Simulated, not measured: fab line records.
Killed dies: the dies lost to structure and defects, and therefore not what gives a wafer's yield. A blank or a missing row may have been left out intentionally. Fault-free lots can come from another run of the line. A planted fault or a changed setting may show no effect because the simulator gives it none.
Comparing a struck lot with a sound one :: flow nand_harc :: 15 out of 1159 route steps
Sound: wafers L124.2, L124.4, L124.5. Struck: wafers L135.1, L135.2. (L135.6 of the same lot was not struck and is left out.) The cause comes at the end.
Each step with rows lists, per side, the tool, then ch with its chambers, then its first start. Under that, the readings that differ: sound wafers :: struck wafers :: difference of the means :: sigmas: that difference in standard deviations of wafers without a fault.
alike: a reading whose means differ by less than 2 such deviations, as well as words and numbers matching on both sides. not compared: withheld readings; readings where some wafer has no value; bounds like >300 that might hide an equal value; numbers whose values overlap and for which the record gives no deviation.
The two part at a step that has a row with sigmas, a row that says differs or no value, or rows on one side only. Non-overlapping numbers with no deviation appear without sigmas and do not part them. Lack of a reading on every wafer of one side parts them only where that side has two or more wafers.

first, 6 steps without rows for these wafers: NHARC_P_CONTACT_COAT_06 (resist thk 90 nm); NHARC_P_CONTACT_SOFTBAKE_07 (time 55 s); NHARC_P_CONTACT_EBR_08; NHARC_P_CONTACT_EXPOSE_09 (exposes mask P CA, target cd 90 nm); NHARC_P_CONTACT_PEB_10 (peb time 65 s); NHARC_P_CONTACT_DEVELOP_11 (develop time 35 s).
NHARC_P_CONTACT_CD_MEAS_12: the cd target is 90 nm.
  sound on cd_sem-01 ch 0, day 7 19:18; struck on cd_sem-03 ch 0, day 10 06:54
  alike: cd_nm
NHARC_P_CONTACT_OVL_MEAS_13:
  sound: overlay-02 at day 7 19:23; struck: overlay-02 at day 10 06:59
  alike: overlay_x_nm, overlay_y_nm
NHARC_P_CONTACT_INSPECT_14:
  sound: defect_inspect-01 at day 7 19:25; struck: defect_inspect-01 at day 10 07:01
reading: raw_defect_count
sound: 8 6 12
struck: 0 3
difference: -7
sigmas: -3
NHARC_P_CONTACT_DESCUM_17: chemistry O2, time 3 s.
  sound on rie_diel-06 ch 0,2,3, day 7 19:29; struck on rie_diel-09 ch 0,3, day 10 07:06
  alike: drypump_motor_current_A, oes_product_au, rf_vpp_V, showerhead_plenum_p_Torr, throttle_valve_pct
  not compared: rf_hours_counter_h
NHARC_P_CONTACT_ETCH_35: etches the open film in CF4, target depth 39 nm, time 65 s.
  sound on rie_diel-06 ch 0,2, day 7 19:34; struck on rie_diel-09 ch 0,3, day 10 07:10
  alike: drypump_motor_current_A, oes_product_au, rf_vpp_V, run_length_s, showerhead_plenum_p_Torr, throttle_valve_pct
  not compared: rf_hours_counter_h
NHARC_P_CONTACT_ETCH_36: etches the open film in N2/H2, target depth 260 nm, time 406.25 s.
  sound on rie_diel-06 ch 0,1,3; struck on rie_diel-09 ch 2,3
  alike: drypump_motor_current_A, oes_product_au, rf_vpp_V, run_length_s, showerhead_plenum_p_Torr, throttle_valve_pct
  not compared: rf_hours_counter_h
NHARC_P_CONTACT_ETCH_18: etches the open film in C4F8/O2/Ar, target depth 481 nm, time 240.5 s.
  sound on rie_diel-06 ch 0,2, day 7 19:58; struck on rie_diel-09 ch 0,2, day 10 07:35
reading: run_length_s (s)
sound: 261.82 262.31 261.63
struck: 221.55 221.64
difference: -40.33
sigmas: -99 or more
  alike: oes_product_au, rf_vpp_V
  not compared: rf_hours_counter_h
then, 1 step without rows for these wafers: NHARC_P_CONTACT_STRIP_37 (strips in C4F8/O2/Ar).
-- the record jumps here: 14 days lie between the struck wafers' starts before and after (it left off in module P_CONTACT and takes up again in module END, whose first step shown is number 1159 of the route) --
NHARC_END_SORT_01:
  the record has rows for the struck wafers here (prober-02 ch 0, day 24 19:24) and none for the sound ones

## WHERE THEY PART
Last at NHARC_END_SORT_01 as far as this record goes, first at NHARC_P_CONTACT_INSPECT_14.

WHY: whatever the simulator had introduced
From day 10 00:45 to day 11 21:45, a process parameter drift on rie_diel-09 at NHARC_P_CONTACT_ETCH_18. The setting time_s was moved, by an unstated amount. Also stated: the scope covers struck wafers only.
